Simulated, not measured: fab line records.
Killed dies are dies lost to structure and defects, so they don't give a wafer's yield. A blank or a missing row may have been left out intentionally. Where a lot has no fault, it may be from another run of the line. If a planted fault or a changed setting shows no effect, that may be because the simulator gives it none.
Struck lot and sound lot, side by side || flow nandHarc || 16 steps out of a route of 1302
Sound: these wafers, L816.1, L816.5, L816.6. Wafers L826.2, L826.3 were the ones struck. The cause is named last.
Each step with rows lists, per side, the tool, then ch with its chambers, then its first start. Under that, the readings that differ: sound wafers || struck wafers || difference of the means || sigmas: that difference in standard deviations of wafers without a fault.
alike: a reading whose means differ by less than 2 such deviations, as well as words and numbers matching on both sides. not compared: withheld readings; readings where some wafer has no value; bounds like >300 that might hide an equal value; numbers whose values overlap and for which the record gives no deviation.
The two part at a step that has a row with sigmas, a row that says differs or no value, or rows on one side only. Numbers that have no deviation but don't overlap get no sigmas and don't part them. Lack of a reading on every wafer of one side parts them only where that side has two or more wafers.

first, 1 step without rows for these wafers: NHARC_P_M0_DESCUM_14 (chemistry O2, time 3 s).
NHARC_P_M0_ETCH_34: etches the open film in N2/H2, target depth 40 nm, overetch 12 nm, time 43.94 s.
  sound on rieDiel-05 ch 1,2, day 7 10:51; struck on rieDiel-05 ch 0,2, day 11 08:06
  alike: drypumpMotorCurrentA, n2FlowSccm, oesProductAu, rfVppV, showerheadPlenumPTorr, throttleValvePct
  not compared: rfHoursCounterH
NHARC_P_M0_ETCH_15: etches the open film in C4F8/Ar, target depth 150 nm, overetch 15 nm, time 82.5 s.
  sound: rieDiel-05 ch 0,3; struck: rieDiel-05 ch 0,1
  alike: oesProductAu, rfVppV
  not compared: rfHoursCounterH
NHARC_P_M0_CD_MEAS_16:
  sound on cdSem-01 at day 7 11:04; struck on cdSem-03 at day 11 08:19
  alike: cdNm
NHARC_P_M0_STRIP_18: strips in N2/H2.
  sound on rieDiel-05 ch 0,1, day 7 11:10; struck on rieDiel-05 ch 0,1, day 11 08:25
  alike: drypumpMotorCurrentA, n2FlowSccm, oesProductAu, rfVppV, showerheadPlenumPTorr, throttleValvePct
  not compared: rfHoursCounterH
then, 1 step without rows for these wafers: NHARC_P_M0_STRIP_19 (strips in post etch residue remover, time 600 s).
NHARC_P_M0_DEGAS_28: time 60 s.
  sound on pvdSputter-01 at day 7 11:41; struck on pvdSputter-01 at day 11 08:56
  alike: heaterPowerW
then, 2 steps without rows for these wafers: NHARC_P_M0_PRE_CLEAN_29 (time 30 s); NHARC_P_M0_PVD_20 (deposits TaN, target thk 5 nm, time 8.06 s).
NHARC_P_M0_PVD_21: deposits Cu, target thk 30 nm, time 20.49 s.
  sound on pvdSputter-01; struck on pvdSputter-01
  alike: throttleValvePct
then, 2 steps without rows for these wafers: NHARC_P_M0_ECD_22 (material Cu, target thk 400 nm); NHARC_P_M0_ANNEAL_30 (time 90 s).
NHARC_P_M0_CMP_23: polishes, t overpolish 20 s, target thk 117.54 nm.
  sound on cmp-03 ch 0,1,3, day 7 12:56; struck on cmp-03 ch 2,3, day 11 10:19
{"reading": "timeToEndpointS (s)", "sound": "25 33 28", "struck": "9 15", "difference": -17, "sigmas": -5}
  alike: motorCurrentA
NHARC_P_M0_THK_MEAS_24: measures by xrf.
  sound on filmMetro-02 at day 7 13:10; struck on filmMetro-01 at day 11 10:38
{"reading": "thkNm (nm)", "sound": "118.7 118.4 117.6", "struck": "107.8 110.7", "difference": -9.0, "sigmas": -6}
next, for these wafers, 1 step has no rows: NHARC_P_M0_SRD_25.
-- the record jumps here: 18 days lie between the struck wafers' starts before and after (it left off in module P_M0 and takes up again in module END, whose first step shown is number 1302 of the route) --
NHARC_END_SORT_01:
  sound on prober-02 ch 0, day 25 17:42; struck on prober-02 ch 0, day 29 06:14
  alike: defectLimitedYield, killedAtArray, killedAtOther, killedAtPeriphery, killedDies, killedOpen, killedShort

## WHERE THEY PART
Last at NHARC_P_M0_THK_MEAS_24 as far as this record goes, first at NHARC_P_M0_CMP_23. Later steps at which nothing parts them and some readings are alike: NHARC_END_SORT_01.

WHY: the cause the simulator had injected
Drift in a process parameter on cmp-03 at NHARC_P_M0_CMP_23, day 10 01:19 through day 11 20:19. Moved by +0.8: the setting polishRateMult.
